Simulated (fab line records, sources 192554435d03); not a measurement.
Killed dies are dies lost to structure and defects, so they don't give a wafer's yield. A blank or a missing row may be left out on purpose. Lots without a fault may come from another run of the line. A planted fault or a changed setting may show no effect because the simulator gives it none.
fab line records | flow n5_finfet
record lots=23 wafers=69 last_day=17
route steps=1938 shown BEOL_M7@1318 BEOL_M8@1335
lots that met no fault: from a run of the same line without faults
start_h: hours from the record's first day to the start of the lot's first wafer shown | wait_h: hours since the lot's step before | " the same as in the row above | L1.1+2: a row that stands for several wafers | - no value, or no start given | * or withheld: withheld | < > ~ a bound
route shown NAME@n: a module of which the file shows steps, and the number in the route of the first | usual: mean/standard deviation of fault-free wafers | same: alike in all rows | chamber/n: place in a boat | sites: the reading at each site | _std_site: their standard deviation | _edge_site: outer sites' mean less inner sites' | radius_mm: how far each site lies from the wafer's centre | mask NAME#n: copy n | behind: the tool/chamber that last shaped the wafer | hold: why the lot was held/for how many hours/how that ended | device: the transistor (n, p or np) that didn't switch | end of line: the same wafers' tests at the end of the route | a step without rows: its recipe alone | killed: dies lost to structure and defects at the first sort, not the wafer's yield | map: a wafer's dies, x killed, . not, _ none there
set.NAME: the setting as run; set.NAME@STEP: as run at that earlier step | model.NAME: the simulator's own value behind a step, which no gauge read
steps of the route over a sample of lots; a table a step, a row a wafer
services: from which hour (start_h, from the record's first day; less than 0 if before it) a tool's chamber was out of use, for how many hours, and why
## steps
# step N5_BEOL_M7_DEGAS_44
# recipe ambient=vacuum temp_c=250 time_s=60
# usual heater_power_w=340/35
# columns lot.wafer tool chamber start_h wait_h heater_power_w
L074.2 pvd_sputter-03 - 196.24 0.8 353
L074.5 " - " " 304
L074.6 " - " " 344
L075.3 pvd_sputter-03 - 196.50 0.2 294
L075.4 " - " " 397
L075.5 " - " " 387
L077.1 pvd_sputter-02 - 198.19 0.3 307
L077.3 " - " " 394
L077.5 " - " " 392
L076.2 pvd_sputter-03 - 204.49 0.6 383
L076.4 " - " " 315
L076.6 " - " " 302
L079.1 pvd_sputter-02 - 225.95 0.8 300
L079.4 " - " " 321
L079.6 " - " " 298
L080.1 pvd_sputter-01 - 226.42 0.4 379
L080.3 " - " " 291
L080.6 " - " " 328
L078.1 pvd_sputter-02 - 230.77 0.3 369
L078.3 " - " " 305
L078.6 " - " " 317
L081.1 pvd_sputter-02 - 233.53 0.9 301
L081.4 " - " " 316
L081.6 " - " " 391
L082.1 pvd_sputter-01 - 237.23 0.4 291
L082.4 " - " " 363
L082.6 " - " " 372
L083.1 pvd_sputter-02 - 238.72 0.3 310
L083.2 " - " " 320
L083.4 " - " " 385
L084.3 pvd_sputter-03 - 247.41 0.3 352
L084.5 " - " " 311
L084.6 " - " " 355
L085.2 pvd_sputter-01 - 259.81 0.2 290
L085.4 " - " " 375
L085.6 " - " " 327
L086.1 pvd_sputter-01 - 263.67 0.9 363
L086.2 " - " " 289
L086.4 " - " " 325
L087.2 pvd_sputter-01 - 273.67 0.6 289
L087.5 " - " " 384
L087.6 " - " " 312
L088.2 pvd_sputter-02 - 282.12 0.6 305
L088.3 " - " " 398
L088.5 " - " " 318
L090.1 pvd_sputter-03 - 282.47 0.7 313
L090.3 " - " " 345
L090.6 " - " " 393
L089.2 pvd_sputter-03 - 289.03 0.6 312
L089.3 " - " " 383
L089.6 " - " " 292
L091.4 pvd_sputter-03 - 291.03 0.4 348
L091.5 " - " " 299
L091.6 " - " " 317
L092.1 pvd_sputter-02 - 302.54 0.8 325
L092.4 " - " " 397
L092.6 " - " " 317
L094.2 pvd_sputter-03 - 313.61 0.2 381
L094.3 " - " " 305
L094.4 " - " " 310
L095.1 pvd_sputter-01 - 318.21 1.6 379
L095.3 " - " " 321
L095.4 " - " " 378
L096.2 pvd_sputter-03 - 329.12 0.5 310
L096.3 " - " " 302
L096.6 " - " " 304
L097.1 pvd_sputter-03 - 332.71 0.3 361
L097.4 " - " " 310
L097.5 " - " " 295
# step N5_BEOL_M8_PECVD_70
# recipe material=SiO2 target_thk_a=200 temp_c=400 precursor=TEOS/O2 pressure_torr=5.5 rf_w=450 teos_flow_sccm=53.8 gas=O2 flow_sccm=3000 time_s=22.7
# usual heater_power_w=727/100 showerhead_plenum_p_Torr=8.75/0.066 throttle_valve_pct=22.8/1.3
# columns lot.wafer tool chamber start_h wait_h heater_power_w showerhead_plenum_p_Torr throttle_valve_pct
L074.2 pecvd-03 0 198.89 0.0 608 8.87 22.0
L074.5 " 2 " " 824 8.75 22.0
L074.6 " 1 " " 604 8.85 23.1
L075.3 pecvd-02 0 199.16 0.0 609 8.72 23.5
L075.4 " 0 " " 618 8.73 23.5
L075.5 " 2 " " 566 8.72 22.5
L077.1 pecvd-01 0 200.69 0.0 904 8.75 23.8
L077.3 " 1 " " 758 8.77 23.7
L077.5 " 2 " " 711 8.68 21.6
L076.2 pecvd-03 0 206.95 0.0 571 8.90 22.0
L076.4 " 1 " " 645 8.87 22.9
L076.6 " 2 " " 854 8.75 21.8
L079.1 pecvd-01 1 228.74 0.0 888 8.78 23.4
L079.4 " 2 " " 668 8.68 21.5
L079.6 " 0 " " 865 8.78 23.9
L080.1 pecvd-01 2 230.44 0.0 713 8.71 21.5
L080.3 " 0 " " 851 8.79 23.8
L080.6 " 1 " " 764 8.79 23.7
L078.1 pecvd-01 1 233.74 0.0 903 8.77 23.5
L078.3 " 2 " " 680 8.68 22.0
L078.6 " 2 " " 690 8.69 21.6
L081.1 pecvd-01 0 235.71 0.0 789 8.79 23.7
L081.4 " 2 " " 717 8.70 21.8
L081.6 " 0 " " 826 8.75 23.8
L082.1 pecvd-03 1 240.17 0.0 635 8.85 23.0
L082.4 " 0 " " 626 8.90 22.2
L082.6 " 1 " " 628 8.89 23.0
L083.1 pecvd-02 1 241.09 0.0 707 8.70 24.3
L083.2 " 2 " " 641 8.68 20.2
L083.4 " 2 " " 657 8.67 20.1
L084.3 pecvd-01 2 250.10 0.0 684 8.70 21.5
L084.5 " 2 " " 658 8.71 21.6
L084.6 " 1 " " 922 8.76 23.9
L085.2 pecvd-01 2 262.39 0.0 709 8.70 21.6
L085.4 " 2 " " 719 8.69 21.5
L085.6 " 0 " " 890 8.79 23.7
L086.1 pecvd-02 0 267.30 0.0 577 8.73 23.8
L086.2 " 1 " " 685 8.68 23.9
L086.4 " 2 " " 701 8.69 20.3
L087.2 pecvd-02 1 276.59 0.0 657 8.68 23.9
L087.5 " 2 " " 650 8.71 20.6
L087.6 " 1 " " 641 8.70 24.2
L088.2 pecvd-01 2 284.63 0.0 671 8.69 21.7
L088.3 " 1 " " 878 8.76 23.9
L088.5 " 0 " " 826 8.79 23.7
L090.1 pecvd-03 1 285.63 0.0 596 8.85 22.8
L090.3 " 0 " " 554 8.88 22.3
L090.6 " 2 " " 833 8.74 21.5
L089.2 pecvd-02 2 291.69 0.0 707 8.65 20.2
L089.3 " 0 " " 574 8.72 24.2
L089.6 " 2 " " 689 8.70 20.6
L091.4 pecvd-03 2 293.29 0.1 778 8.76 22.0
L091.5 " 0 " " 597 8.87 22.5
L091.6 " 1 " " 614 8.87 23.0
L092.1 pecvd-02 2 304.81 0.0 684 8.68 20.3
L092.4 " 2 " " 673 8.67 20.5
L092.6 " 0 " " 600 8.73 24.1
L094.2 pecvd-02 0 317.82 0.0 633 8.70 24.5
L094.3 " 2 " " 705 8.70 20.7
L094.4 " 2 " " 719 8.67 20.5
L095.1 pecvd-02 0 320.63 0.0 626 8.73 24.2
L095.3 " 1 " " 727 8.70 24.0
L095.4 " 1 " " 745 8.70 24.0
L096.2 pecvd-01 1 332.46 0.0 956 8.77 23.6
L096.3 " 2 " " 663 8.70 21.8
L096.6 " 0 " " 784 8.75 23.9
L097.1 pecvd-02 2 336.02 0.0 674 8.70 20.5
L097.4 " 1 " " 740 8.67 23.8
L097.5 " 2 " " 679 8.70 20.4
# step N5_BEOL_M8_DESCUM_33
# recipe chemistry=O2 time_s=7 source_power_w=50 bias_power_w=20 pressure_mtorr=20 rf_frequency_hz=2.712e+07 temp_c=40 resist=CAR-EUV o2_flow_sccm=225
# usual drypump_motor_current_A=5.8/0.53 oes_product_au=0.80/0.079 rf_vpp_V=242.9/1.3 showerhead_plenum_p_Torr=2.08/0.068 temp_c=40.01/0.11 throttle_valve_pct=20.45/0.24
# columns lot.wafer tool chamber start_h wait_h drypump_motor_current_A oes_product_au rf_hours_counter_h rf_vpp_V showerhead_plenum_p_Torr temp_c throttle_valve_pct
L074.2 rie_diel-02 2 203.47 1.6 6.4 0.83 90 244.4 2.10 40.16 20.51
L074.5 " 3 " " 5.1 0.66 - 242.3 2.06 40.01 20.89
L074.6 " 2 " " 6.4 0.82 - 243.2 2.10 40.08 20.50
L075.3 rie_diel-04 2 203.84 1.3 5.9 0.82 82 242.3 2.03 39.85 20.53
L075.4 " 1 " " 6.0 0.92 - 241.2 2.05 40.05 20.33
L075.5 " 3 " " 6.0 0.82 - 245.0 2.21 40.09 20.33
L077.1 rie_diel-02 1 204.82 0.0 5.5 0.70 218 244.7 2.16 40.05 20.66
L077.3 " 2 " " 6.5 0.83 91 244.6 2.10 40.08 20.51
L077.5 " 2 " " 6.5 0.82 - 243.6 2.10 40.01 20.50
L076.2 rie_diel-02 2 211.72 0.0 6.5 0.83 93 244.4 2.10 39.96 20.51
L076.4 " 0 " " 5.3 0.88 36 242.6 2.05 40.00 19.99
L076.6 " 3 " " 5.1 0.66 - 243.9 2.06 39.71 20.90
L079.1 rie_diel-06 2 232.08 0.0 6.0 0.71 178 242.9 2.00 40.09 20.30
L079.4 " 3 " " 4.9 0.78 112 242.5 2.10 40.02 20.54
L079.6 " 1 " " 5.7 0.73 - 245.3 2.18 40.06 20.88
L080.1 rie_diel-04 0 232.74 0.0 6.5 0.96 10 241.7 2.06 40.03 20.30
L080.3 " 3 " " 6.0 0.82 80 245.1 2.21 40.04 20.35
L080.6 " 1 " " 5.9 0.90 - 242.7 2.05 40.08 20.35
L078.1 rie_diel-06 0 235.88 0.0 6.8 0.77 130 243.1 2.00 39.99 20.08
L078.3 " 3 " " 4.9 0.78 114 243.5 2.10 40.05 20.54
L078.6 " 2 " " 5.9 0.71 - 243.4 2.00 40.01 20.30
L081.1 rie_diel-04 1 238.69 0.2 5.9 0.90 25 240.7 2.05 39.81 20.36
L081.4 " 3 " " 6.0 0.81 83 244.0 2.21 40.00 20.34
L081.6 " 3 " " 6.0 0.81 - 244.1 2.21 40.02 20.37
L082.1 rie_diel-06 1 246.07 0.0 5.7 0.73 166 244.9 2.18 40.02 20.86
L082.4 " 2 " " 5.9 0.71 182 241.1 2.00 39.94 20.30
L082.6 " 2 " " 5.9 0.70 - 243.1 2.00 40.03 20.29
L083.1 rie_diel-02 2 246.11 0.0 6.4 0.81 106 242.4 2.10 40.05 20.55
L083.2 " 0 " " 5.2 0.86 48 242.2 2.05 39.89 20.01
L083.4 " 3 " " 5.1 0.66 248 243.0 2.06 39.81 20.93
L084.3 rie_diel-06 1 254.55 0.7 5.7 0.73 168 243.6 2.18 39.73 20.89
L084.5 " 1 " " 5.7 0.73 - 244.5 2.18 39.83 20.88
L084.6 " 2 " " 5.9 0.70 - 241.4 2.00 39.98 20.31
L085.2 rie_diel-06 1 265.02 0.0 5.7 0.72 172 244.0 2.18 39.90 20.87
L085.4 " 2 " " 5.9 0.70 188 241.6 2.00 40.02 20.29
L085.6 " 1 " " 5.7 0.72 - 243.8 2.18 40.13 20.88
L086.1 rie_diel-04 1 272.37 0.3 5.9 0.88 37 241.6 2.04 39.96 20.36
L086.2 " 2 " " 5.9 0.79 105 241.1 2.02 39.73 20.55
L086.4 " 3 " " 6.0 0.80 94 245.5 2.20 40.03 20.36
L087.2 rie_diel-04 2 280.64 0.0 5.8 0.79 108 243.1 2.02 40.16 20.56
L087.5 " 2 " " 5.8 0.79 - 242.9 2.02 39.92 20.56
L087.6 " 3 " " 6.0 0.80 - 243.0 2.20 40.06 20.38
L088.2 rie_diel-04 2 287.24 0.0 5.8 0.79 110 241.8 2.02 39.88 20.57
L088.3 " 1 " " 6.0 0.87 42 242.3 2.04 39.86 20.37
L088.5 " 3 " " 6.0 0.81 - 244.9 2.20 39.96 20.38
L090.1 rie_diel-04 0 287.68 0.0 6.5 0.90 29 242.8 2.06 39.82 20.34
L090.3 " 2 " " 5.9 0.79 111 241.1 2.02 39.90 20.56
L090.6 " 3 " " 6.0 0.79 - 244.0 2.20 39.85 20.38
L089.2 rie_diel-02 3 295.69 0.0 5.1 0.95 10 242.8 2.05 40.18 20.58
L089.3 " 0 " " 5.2 0.83 72 242.4 2.04 40.13 20.06
L089.6 " 3 " " 5.1 0.95 - 242.0 2.05 40.12 20.60
L091.4 rie_diel-06 2 296.66 0.0 6.0 0.69 199 242.3 1.99 40.17 20.33
L091.5 " 3 " " 4.9 0.76 - 241.0 2.09 40.00 20.56
L091.6 " 2 " " 6.0 0.69 - 241.1 1.99 40.11 20.32
L092.1 rie_diel-02 0 307.46 0.0 5.3 0.82 78 241.1 2.04 40.07 20.05
L092.4 " 3 " " 5.1 0.94 15 241.1 2.05 40.04 20.58
L092.6 " 0 " " 5.3 0.82 - 241.3 2.04 40.02 20.07
L094.2 rie_diel-04 1 320.27 0.0 5.9 0.86 53 241.5 2.04 40.00 20.39
L094.3 " 3 " " 6.0 0.79 112 245.7 2.20 40.05 20.40
L094.4 " 0 " " 6.5 0.89 40 242.7 2.05 39.98 20.35
L095.1 rie_diel-02 0 323.24 0.0 5.2 0.82 83 241.2 2.03 40.00 20.06
L095.3 " 1 " " 5.5 0.95 9 245.8 2.14 39.90 20.33
L095.4 " 3 " " 5.1 0.92 21 243.6 2.05 39.97 20.60
L096.2 rie_diel-06 0 334.61 0.2 6.9 0.73 165 241.8 1.99 39.91 20.13
L096.3 " 2 " " 5.9 0.68 212 241.5 1.99 40.14 20.34
L096.6 " 0 " " 6.8 0.72 - 240.7 1.99 40.12 20.14
L097.1 rie_diel-04 0 338.02 0.1 6.5 0.87 47 242.6 2.05 40.04 20.36
L097.4 " 2 " " 5.9 0.77 129 242.0 2.02 40.16 20.59
L097.5 " 1 " " 5.9 0.84 - 242.1 2.03 40.03 20.40
# step N5_BEOL_M8_ETCH_72
# recipe chemistry=N2/H2 target=underlayer target_depth_a=65 mask_material=CAR-EUV time_s=5.2 ion_energy_ev=200 pressure_mtorr=30 source_w=840 bias_w=150 n2_flow_sccm=200 h2_flow_sccm=200 ends=cleared
# usual drypump_motor_current_A=5.8/0.54 etch_rf_on_time_s=5.18/0.095 oes_product_au=0.68/0.068 rf_vpp_V=523.5/2.6 showerhead_plenum_p_Torr=2.53/0.082 throttle_valve_pct=17.91/0.26
# columns lot.wafer tool chamber start_h wait_h drypump_motor_current_A etch_rf_on_time_s oes_product_au rf_hours_counter_h rf_vpp_V showerhead_plenum_p_Torr throttle_valve_pct
L074.2 rie_diel-02 2 203.50 0.0 6.5 5.13 0.70 90 521.9 2.57 17.98
L074.5 " 3 " " 5.1 5.47 0.56 - 524.7 2.52 18.48
L074.6 " 2 " " 6.5 5.10 0.71 - 526.1 2.57 17.98
L075.3 rie_diel-04 2 203.88 0.0 5.8 5.12 0.69 82 524.6 2.47 17.94
L075.4 " 1 " " 5.9 5.08 0.80 - 522.1 2.50 17.76
L075.5 " 3 " " 6.0 5.11 0.70 - 527.7 2.69 17.77
L077.1 rie_diel-02 1 204.85 0.0 5.5 5.28 0.60 218 525.3 2.63 18.18
L077.3 " 2 " " 6.5 5.13 0.70 91 527.3 2.57 17.99
L077.5 " 2 " " 6.5 5.11 0.71 - 526.3 2.57 18.00
L076.2 rie_diel-02 2 211.75 0.0 6.5 5.15 0.70 93 524.6 2.57 17.99
L076.4 " 0 " " 5.3 5.09 0.74 36 520.7 2.49 17.55
L076.6 " 3 " " 5.1 5.41 0.55 - 521.6 2.52 18.51
L079.1 rie_diel-06 2 232.11 0.0 5.9 5.31 0.60 178 520.1 2.43 17.69
L079.4 " 3 " " 4.9 5.08 0.66 112 523.5 2.56 18.11
L079.6 " 1 " " 5.7 5.21 0.63 - 528.0 2.65 18.29
L080.1 rie_diel-04 0 232.78 0.0 6.5 5.05 0.80 10 521.5 2.49 17.56
L080.3 " 3 " " 6.0 5.19 0.70 80 523.8 2.68 17.75
L080.6 " 1 " " 5.9 5.06 0.78 - 521.8 2.49 17.75
L078.1 rie_diel-06 0 235.92 0.0 6.8 5.29 0.64 130 521.3 2.45 17.57
L078.3 " 3 " " 4.9 5.13 0.65 114 525.0 2.56 18.09
L078.6 " 2 " " 5.9 5.29 0.60 - 518.3 2.43 17.70
L081.1 rie_diel-04 1 238.72 0.0 5.9 5.06 0.78 25 522.3 2.49 17.75
L081.4 " 3 " " 6.0 5.15 0.69 83 528.2 2.68 17.76
L081.6 " 3 " " 6.0 5.11 0.70 - 528.6 2.68 17.77
L082.1 rie_diel-06 1 246.10 0.0 5.7 5.18 0.63 166 525.8 2.65 18.28
L082.4 " 2 " " 6.0 5.26 0.61 182 519.1 2.42 17.71
L082.6 " 2 " " 6.0 5.25 0.59 - 522.0 2.42 17.71
L083.1 rie_diel-02 2 246.15 0.0 6.5 5.08 0.69 106 524.7 2.56 18.04
L083.2 " 0 " " 5.3 5.07 0.73 48 521.9 2.49 17.57
L083.4 " 3 " " 5.1 5.40 0.55 248 523.2 2.51 18.53
L084.3 rie_diel-06 1 254.59 0.0 5.7 5.19 0.62 168 524.2 2.64 18.27
L084.5 " 1 " " 5.7 5.19 0.61 - 525.1 2.64 18.32
L084.6 " 2 " " 5.9 5.30 0.60 - 517.9 2.42 17.71
L085.2 rie_diel-06 1 265.05 0.0 5.7 5.24 0.60 172 528.1 2.64 18.30
L085.4 " 2 " " 6.0 5.31 0.60 188 521.3 2.42 17.70
L085.6 " 1 " " 5.7 5.19 0.62 - 525.3 2.64 18.31
L086.1 rie_diel-04 1 272.41 0.0 6.0 5.13 0.75 37 525.5 2.49 17.81
L086.2 " 2 " " 5.9 5.14 0.67 105 521.4 2.46 17.99
L086.4 " 3 " " 6.0 5.18 0.68 94 526.6 2.68 17.78
L087.2 rie_diel-04 2 280.68 0.0 5.9 5.24 0.66 108 521.1 2.46 17.96
L087.5 " 2 " " 5.9 5.19 0.66 - 521.2 2.46 17.97
L087.6 " 3 " " 6.0 5.25 0.67 - 525.6 2.68 17.78
L088.2 rie_diel-04 2 287.27 0.0 5.9 5.22 0.66 110 520.3 2.45 17.95
L088.3 " 1 " " 5.9 5.10 0.75 42 523.2 2.48 17.77
L088.5 " 3 " " 6.0 5.18 0.68 - 528.6 2.67 17.78
L090.1 rie_diel-04 0 287.71 0.0 6.5 5.01 0.76 29 521.3 2.48 17.60
L090.3 " 2 " " 5.8 5.20 0.67 111 522.2 2.45 17.97
L090.6 " 3 " " 6.0 5.19 0.68 - 525.3 2.67 17.82
L089.2 rie_diel-02 3 295.72 0.0 5.1 5.25 0.78 10 525.7 2.50 18.12
L089.3 " 0 " " 5.2 5.18 0.69 72 522.7 2.47 17.63
L089.6 " 3 " " 5.1 5.18 0.80 - 522.5 2.51 18.12
L091.4 rie_diel-06 2 296.70 0.0 5.9 5.30 0.60 199 520.0 2.42 17.74
L091.5 " 3 " " 4.9 5.12 0.65 - 523.9 2.55 18.12
L091.6 " 2 " " 5.9 5.24 0.59 - 520.2 2.42 17.73
L092.1 rie_diel-02 0 307.49 0.0 5.2 5.08 0.70 78 522.9 2.47 17.62
L092.4 " 3 " " 5.1 5.19 0.77 15 523.8 2.50 18.15
L092.6 " 0 " " 5.3 5.15 0.69 - 521.1 2.47 17.62
L094.2 rie_diel-04 1 320.30 0.0 5.9 5.13 0.73 53 521.3 2.48 17.82
L094.3 " 3 " " 6.0 5.17 0.66 112 526.4 2.67 17.83
L094.4 " 0 " " 6.5 5.09 0.75 40 521.6 2.48 17.60
L095.1 rie_diel-02 0 323.27 0.0 5.3 5.16 0.69 83 523.3 2.47 17.62
L095.3 " 1 " " 5.5 5.16 0.81 9 526.0 2.61 17.82
L095.4 " 3 " " 5.1 5.27 0.76 21 523.2 2.50 18.15
L096.2 rie_diel-06 0 334.65 0.0 6.9 5.36 0.63 165 521.2 2.43 17.63
L096.3 " 2 " " 5.9 5.36 0.58 212 520.7 2.41 17.75
L096.6 " 0 " " 6.9 5.32 0.62 - 523.2 2.43 17.65
L097.1 rie_diel-04 0 338.05 0.0 6.5 5.11 0.74 47 522.4 2.47 17.60
L097.4 " 2 " " 5.9 5.13 0.66 129 521.3 2.45 18.03
L097.5 " 1 " " 5.9 5.13 0.73 - 520.5 2.48 17.83
# step N5_BEOL_M8_TRENCH_ETCH_37
# recipe chemistry=C4F6/O2 target_depth_a=934.78 target=SiCOH_lowk time_s=31.2 ion_energy_ev=250 pressure_mtorr=30 source_w=345 bias_w=185 Ar_flow_sccm=300 C4F6_flow_sccm=10 O2_flow_sccm=10
# usual drypump_motor_current_A=5.8/0.53 oes_o_777_au=0.79/0.078 oes_product_au=0.80/0.079 rf_vpp_V=669/5.8 showerhead_plenum_p_Torr=2.83/0.086 throttle_valve_pct=20.93/0.24
# columns lot.wafer tool chamber start_h wait_h drypump_motor_current_A oes_o_777_au oes_product_au rf_hours_counter_h rf_vpp_V showerhead_plenum_p_Torr throttle_valve_pct
L074.2 rie_diel-02 2 - - 6.5 0.82 0.83 91 670 2.87 21.08
L074.5 " 3 " " 5.1 0.65 0.66 - 659 2.81 21.42
L074.6 " 2 " " 6.5 0.82 0.82 - 668 2.87 21.09
L075.3 rie_diel-04 2 - - 5.8 0.81 0.81 82 673 2.76 20.96
L075.4 " 1 " " 6.0 0.92 0.93 - 662 2.79 20.82
L075.5 " 3 " " 6.0 0.81 0.82 - 676 3.00 20.79
L077.1 rie_diel-02 1 - - 5.5 0.70 0.70 218 670 2.93 21.13
L077.3 " 2 " " 6.5 0.82 0.82 91 670 2.87 21.08
L077.5 " 2 " " 6.4 0.82 0.82 - 669 2.87 21.08
L076.2 rie_diel-02 2 - - 6.4 0.82 0.82 94 670 2.87 21.09
L076.4 " 0 " " 5.2 0.88 0.88 36 661 2.78 20.43
L076.6 " 3 " " 5.1 0.66 0.65 - 659 2.81 21.42
L079.1 rie_diel-06 2 - - 5.9 0.71 0.71 178 671 2.73 20.79
L079.4 " 3 " " 4.9 0.78 0.79 112 676 2.86 21.03
L079.6 " 1 " " 5.7 0.74 0.74 - 675 2.95 21.31
L080.1 rie_diel-04 0 - - 6.5 0.95 0.95 10 661 2.81 20.80
L080.3 " 3 " " 6.0 0.81 0.82 80 677 2.99 20.81
L080.6 " 1 " " 6.0 0.91 0.91 - 664 2.78 20.81
L078.1 rie_diel-06 0 - - 6.9 0.76 0.76 130 667 2.73 20.56
L078.3 " 3 " " 4.9 0.77 0.78 114 675 2.86 21.01
L078.6 " 2 " " 5.9 0.70 0.70 - 672 2.73 20.80
L081.1 rie_diel-04 1 - - 6.0 0.90 0.91 25 664 2.78 20.83
L081.4 " 3 " " 6.0 0.80 0.82 83 677 2.99 20.82
L081.6 " 3 " " 6.0 0.80 0.81 - 676 2.99 20.82
L082.1 rie_diel-06 1 - - 5.7 0.73 0.73 166 674 2.95 21.31
L082.4 " 2 " " 5.9 0.71 0.71 182 670 2.72 20.80
L082.6 " 2 " " 5.9 0.70 0.70 - 672 2.72 20.79
L083.1 rie_diel-02 2 - - 6.5 0.80 0.81 106 670 2.87 21.11
L083.2 " 0 " " 5.2 0.85 0.85 48 661 2.77 20.44
L083.4 " 3 " " 5.1 0.64 0.65 248 659 2.80 21.45
L084.3 rie_diel-06 1 - - 5.7 0.73 0.72 169 674 2.95 21.29
L084.5 " 1 " " 5.7 0.73 0.73 - 675 2.95 21.30
L084.6 " 2 " " 6.0 0.71 0.70 - 673 2.72 20.79
L085.2 rie_diel-06 1 - - 5.7 0.73 0.72 172 674 2.95 21.30
L085.4 " 2 " " 5.9 0.70 0.69 188 670 2.72 20.81
L085.6 " 1 " " 5.7 0.73 0.72 - 674 2.95 21.32
L086.1 rie_diel-04 1 - - 5.9 0.89 0.90 37 663 2.78 20.84
L086.2 " 2 " " 5.9 0.79 0.79 105 672 2.75 21.00
L086.4 " 3 " " 6.0 0.78 0.81 94 676 2.98 20.83
L087.2 rie_diel-04 2 - - 5.8 0.78 0.78 109 674 2.75 21.02
L087.5 " 2 " " 5.8 0.78 0.79 - 673 2.75 21.00
L087.6 " 3 " " 6.0 0.78 0.79 - 676 2.98 20.85
L088.2 rie_diel-04 2 - - 5.9 0.78 0.78 110 673 2.75 21.01
L088.3 " 1 " " 5.9 0.87 0.88 42 664 2.78 20.85
L088.5 " 3 " " 6.0 0.78 0.79 - 674 2.98 20.84
L090.1 rie_diel-04 0 - - 6.5 0.89 0.90 30 662 2.80 20.84
L090.3 " 2 " " 5.8 0.78 0.78 111 672 2.75 21.01
L090.6 " 3 " " 6.0 0.79 0.79 - 677 2.98 20.84
L089.2 rie_diel-02 3 - - 5.1 0.91 0.93 10 658 2.79 21.10
L089.3 " 0 " " 5.2 0.83 0.82 72 659 2.76 20.49
L089.6 " 3 " " 5.1 0.91 0.94 - 658 2.80 21.10
L091.4 rie_diel-06 2 - - 5.9 0.69 0.70 199 673 2.72 20.80
L091.5 " 3 " " 4.9 0.75 0.76 - 675 2.85 21.05
L091.6 " 2 " " 5.9 0.70 0.69 - 670 2.72 20.82
L092.1 rie_diel-02 0 - - 5.3 0.81 0.81 78 662 2.76 20.49
L092.4 " 3 " " 5.1 0.89 0.92 15 660 2.79 21.11
L092.6 " 0 " " 5.3 0.82 0.83 - 660 2.76 20.49
L094.2 rie_diel-04 1 - - 6.0 0.86 0.87 53 663 2.77 20.86
L094.3 " 3 " " 6.0 0.78 0.77 112 677 2.98 20.86
L094.4 " 0 " " 6.5 0.88 0.88 40 662 2.79 20.82
L095.1 rie_diel-02 0 - - 5.3 0.81 0.81 83 662 2.76 20.49
L095.3 " 1 " " 5.5 0.94 0.94 10 669 2.91 20.81
L095.4 " 3 " " 5.1 0.88 0.91 21 658 2.79 21.12
L096.2 rie_diel-06 0 - - 6.8 0.73 0.74 165 666 2.71 20.62
L096.3 " 2 " " 6.0 0.68 0.68 212 671 2.71 20.83
L096.6 " 0 " " 6.8 0.72 0.74 - 665 2.71 20.62
L097.1 rie_diel-04 0 - - 6.6 0.87 0.86 47 660 2.79 20.86
L097.4 " 2 " " 5.8 0.76 0.76 129 672 2.74 21.04
L097.5 " 1 " " 5.9 0.85 0.85 - 662 2.77 20.87
# step N5_BEOL_M8_THK_MEAS_53
# recipe thk_meas_gauge=xrf reads=Cu_of_BEOL_M8_ECD_50
# usual M8_THK=78.3/1.7
# columns lot.wafer tool chamber start_h wait_h M8_THK[nm]
L074.2 film_metro-02 - 206.36 - 81.3
L074.5 " - " " 76.5
L074.6 " - " " 79.6
L075.3 film_metro-02 - 207.28 - 77.7
L075.4 " - " " 79.0
L075.5 " - " " 80.5
L077.1 film_metro-02 - 207.79 - 75.8
L077.3 " - " " 78.9
L077.5 " - " " 79.6
L076.2 film_metro-02 - 214.59 - 77.1
L076.4 " - " " 78.1
L076.6 " - " " 74.6
L079.1 film_metro-02 - 235.17 - 78.1
L079.4 " - " " 79.9
L079.6 " - " " 78.7
L080.1 film_metro-01 - 235.22 - 79.8
L080.3 " - " " 77.7
L080.6 " - " " 78.1
L078.1 film_metro-02 - 238.71 - 76.0
L078.3 " - " " 77.1
L078.6 " - " " 74.9
L081.1 film_metro-02 - 242.97 - 78.6
L081.4 " - " " 79.4
L081.6 " - " " 78.6
L082.1 film_metro-01 - 248.73 - 78.9
L082.4 " - " " 78.2
L082.6 " - " " 77.8
L083.1 film_metro-02 - 249.03 - 76.2
L083.2 " - " " 78.6
L083.4 " - " " 73.0
L084.3 film_metro-01 - 259.05 - 78.5
L084.5 " - " " 75.9
L084.6 " - " " 77.2
L085.2 film_metro-02 - 269.08 - 79.8
L085.4 " - " " 78.3
L085.6 " - " " 77.3
L086.1 film_metro-02 - 276.07 - 80.0
L086.2 " - " " 79.3
L086.4 " - " " 79.0
L087.2 film_metro-01 - 284.28 - 77.2
L087.5 " - " " 77.5
L087.6 " - " " 77.3
L088.2 film_metro-01 - 290.04 - 76.7
L088.3 " - " " 76.4
L088.5 " - " " 76.2
L090.1 film_metro-02 - 290.76 - 83.1
L090.3 " - " " 79.6
L090.6 " - " " 81.2
L089.2 film_metro-02 - 298.81 - 78.7
L089.3 " - " " 78.5
L089.6 " - " " 79.2
L091.4 film_metro-01 - 299.47 - 74.8
L091.5 " - " " 79.5
L091.6 " - " " 75.1
L092.1 film_metro-02 - 310.33 - 78.4
L092.4 " - " " 79.5
L092.6 " - " " 80.1
L094.2 film_metro-02 - 325.08 - 77.5
L094.3 " - " " 76.9
L094.4 " - " " 80.4
L095.1 film_metro-01 - 326.64 - 81.1
L095.3 " - " " 79.5
L095.4 " - " " 79.7
L096.2 film_metro-01 - 338.20 - 77.4
L096.3 " - " " 76.3
L096.6 " - " " 76.8
L097.1 film_metro-01 - 342.18 - 81.0
L097.4 " - " " 78.5
L097.5 " - " " 79.4
## services
# columns tool chamber start_h hours kind
pecvd-03 - 182.57 0.5 repair
pecvd-02 - 184.46 1.2 repair
rie_diel-02 - 187.98 14.6 pm
rie_diel-04 0 191.11 - clean
rie_diel-04 0 191.11 - consumable_replace:focus_ring
rie_diel-04 0 191.11 17.0 scheduled_down
rie_diel-04 0 191.11 17.0 vent_cycle
pecvd-02 2 202.38 - clean
pecvd-02 2 202.38 - consumable_replace:showerhead
pecvd-02 2 202.38 29.0 scheduled_down
pecvd-02 2 202.38 29.0 vent_cycle
rie_diel-04 1 209.25 5.5 repair
rie_diel-04 0 234.06 1.5 repair
rie_diel-02 3 252.44 - clean
rie_diel-02 3 252.44 - consumable_replace:focus_ring
rie_diel-02 3 252.44 23.4 scheduled_down
rie_diel-02 3 252.44 23.4 vent_cycle
pecvd-02 2 256.98 2.1 scheduled_down
pecvd-03 0 267.79 5.5 scheduled_down
pecvd-01 1 271.54 5.0 scheduled_down
rie_diel-02 1 284.06 - clean
rie_diel-02 1 284.06 - consumable_replace:focus_ring
rie_diel-02 1 284.06 13.9 scheduled_down
rie_diel-02 1 284.06 13.9 vent_cycle
## key
fault none
